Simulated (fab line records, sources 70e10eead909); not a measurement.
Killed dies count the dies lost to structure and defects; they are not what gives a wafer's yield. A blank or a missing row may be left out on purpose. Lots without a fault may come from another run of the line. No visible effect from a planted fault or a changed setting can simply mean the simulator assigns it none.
Which tool did it? ; flow nandHarc ; 36 wafers sampled from 12 lots at 1 step of a route of 1159

## WHAT THE GAUGES SHOWED, per wafer
NHARC_P_STI_CD_MEAS_09: the cd target is 200 nm.
lot;measured;on;cdNm (nm)
L075;day 2 19:54;cdSem-01;199.7 197.2 198.4
L077;day 3 04:52;cdSem-01;201.5 201.7 201.7
L079;day 3 18:06;cdSem-03;202.8 203.8 202.7
L081;day 4 04:52;cdSem-03;203.1 203.8 204.6
L083;day 4 18:26;cdSem-02;200.5 199.1 200.8
L086;day 5 07:20;cdSem-03;197.9 201.3 201.2
L087;day 5 18:52;cdSem-02;201.4 199.3 202.9
L089;day 6 05:11;cdSem-03;201.8 205.0 199.7
L091;day 6 16:59;cdSem-01;203.4 200.8 200.6
L094;day 7 07:43;cdSem-02;202.5 200.1 199.7
L095;day 7 20:07;cdSem-01;200.9 195.8 198.0
L097;day 8 04:49;cdSem-03;202.4 202.2 198.1

## TOOL THAT RAN EACH LOT (tool first, then ch and the chambers of the sampled wafers, then the start)
Before these readings, the record contains no process step.

## THE ANSWER, worked out from the rows above alone
Rule: usual is defined by the lots themselves. Put in order of their means at a reading, lots are off if they are a third of the lots or fewer, leave a main group of 4 or more, and stand apart from it by a gap of 3 or more times the standard deviation of the main group's means; of several such gaps the widest counts. Not used: any main group whose means are identical at the precision the tables above print for the reading. A lot without any number at a reading at which 4 lots or more have one is off too. Where the step has rows for the other lots, those lots are counted as sound.
Nothing can be told from this: no lot is off at any reading shown.

## WHAT THE SIMULATOR PUT IN
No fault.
